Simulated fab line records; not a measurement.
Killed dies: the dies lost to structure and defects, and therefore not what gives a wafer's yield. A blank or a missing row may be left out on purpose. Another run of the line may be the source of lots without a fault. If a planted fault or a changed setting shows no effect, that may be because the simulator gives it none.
A struck lot beside a sound one ; flow n5_finfet ; 15 steps out of a route of 1938
Sound: the wafers L404.4, L404.5, L404.6. Struck: wafer L409.5 (L409.1, L409.6, from the same lot, were not struck and are left out); the cause is given at the end.
Per side, at each step with rows, come the tool, then ch with its chambers, and then its first start. Under that, the readings that differ: sound wafers ; struck wafers ; difference of the means ; sigmas: that difference in standard deviations of wafers without a fault.
alike: a reading whose means differ by less than 2 such deviations, as well as words and numbers matching on both sides. not compared: withheld readings; readings where some wafer has no value; bounds like >300 that might hide an equal value; numbers whose values overlap and for which the record gives no deviation.
The two part at a step that has a row with sigmas, a row that says differs or no value, or rows on one side only. Non-overlapping numbers with no deviation appear without sigmas and do not part them. A reading that every wafer of one side lacks parts them only if that side has two wafers or more.

N5_GATE_CUT_INSPECT_15: inspects for defects (brightfield).
  sound on defect_inspect-02, day 4 09:13; struck on defect_inspect-01, day 5 15:10
  alike: raw_defect_count
N5_GATE_CUT_DESCUM_18: chemistry O2, time 7 s.
  sound on rie_diel-02 ch 0,1,3, day 4 09:15; struck on rie_diel-06 ch 0, day 5 15:13
  alike: drypump_motor_current_A, oes_product_au, rf_vpp_V, showerhead_plenum_p_Torr, throttle_valve_pct
  not compared: rf_hours_counter_h
then, 1 step without rows for these wafers: N5_GATE_CUT_ETCH_28 (etches underlayer in N2/H2, target depth 13 nm, time 10.4 s).
N5_GATE_CUT_ETCH_36: etches SiARC in CF4, target depth 13 nm, time 21.7 s.
  sound on rie_diel-02 ch 0,1,3, day 4 09:19; struck on rie_diel-06 ch 0, day 5 15:16
  alike: drypump_motor_current_A, etch_rf_on_time_s, oes_product_au, rf_vpp_V, showerhead_plenum_p_Torr, throttle_valve_pct
  not compared: rf_hours_counter_h
N5_GATE_CUT_ETCH_37: etches SOC in N2/H2, target depth 60 nm, overetch 12 nm, time 90 s.
  sound on rie_diel-02 ch 0,1,3, day 4 09:20; struck on rie_diel-06 ch 0, day 5 15:17
  alike: drypump_motor_current_A, n2_flow_sccm, oes_product_au, rf_vpp_V, showerhead_plenum_p_Torr, throttle_valve_pct
  not compared: rf_hours_counter_h
then, 2 steps without rows for these wafers: N5_GATE_CUT_STRIP_38 (strips in N2/H2); N5_GATE_CUT_STRIP_39 (strips in N2/H2).
N5_GATE_CUT_HM_OPEN_40: chemistry C4F6/O2, target SiO2, target depth 139 nm, time 85.1 s.
  sound on rie_diel-02 ch 0,1,3, day 4 09:25; struck on rie_diel-06 ch 0, day 5 15:22
reading;sound;struck;difference;sigmas
etch_rf_on_time_s (s);92.8 93.7 91.7;97.3;+4.6;+3
  alike: drypump_motor_current_A, oes_product_au, rf_vpp_V, showerhead_plenum_p_Torr, throttle_valve_pct
  not compared: rf_hours_counter_h
then, 3 steps without rows for these wafers: N5_GATE_CUT_STRIP_41 (strips in CF4); N5_GATE_CUT_STRIP_42 (strips in O2); N5_GATE_CUT_ETCH_19 (etches SiNx in CH3F/O2, target depth 53.7 nm, time 76.7 s).
N5_GATE_CUT_CUT_ETCH_53: etches W in SF6/Cl2, target depth 79.2 nm.
  sound on rie_metal-03 ch 0, day 4 09:43; struck on rie_metal-03 ch 1, day 5 15:36
  alike: drypump_motor_current_A, etch_rf_on_time_s, oes_product_au, throttle_valve_pct
  not compared: rf_hours_counter_h
N5_GATE_CUT_CUT_ETCH_54: etches TiN in Cl2/BCl3, target depth 96.7 nm.
  sound on rie_metal-03 ch 0, day 4 09:50; struck on rie_metal-03 ch 1, day 5 15:40
reading;sound;struck;difference;sigmas
etch_rf_on_time_s (s);37.4 37.0 37.1;43.0;+5.8;+16
  alike: drypump_motor_current_A, oes_product_au, throttle_valve_pct
  not compared: rf_hours_counter_h
then, 1 step without rows for these wafers: N5_GATE_CUT_CUT_ETCH_55 (etches HfO2 in BCl3, target depth 3.2 nm).
-- a jump in the record: the struck wafers' starts before and after are 4 days apart (it breaks off in module GATE_CUT and resumes in module BEOL_M4, where the first step shown is number 1111 of the route) --
N5_BEOL_M4_RC_MEAS_101:
  sound on prober-02 ch 0, day 8 10:49; struck on prober-02 ch 0, day 9 16:13
  alike: DIBL_N, DIBL_P, IOFF_N, IOFF_P, ION_N, ION_P, SS_N, SS_P, VT_N, VT_P

## WHERE THEY PART
Earliest at N5_GATE_CUT_HM_OPEN_40; latest, in this record, at N5_GATE_CUT_CUT_ETCH_54. Later steps at which nothing parts them and some readings are alike: N5_BEOL_M4_RC_MEAS_101.

WHY: the cause the simulator had injected
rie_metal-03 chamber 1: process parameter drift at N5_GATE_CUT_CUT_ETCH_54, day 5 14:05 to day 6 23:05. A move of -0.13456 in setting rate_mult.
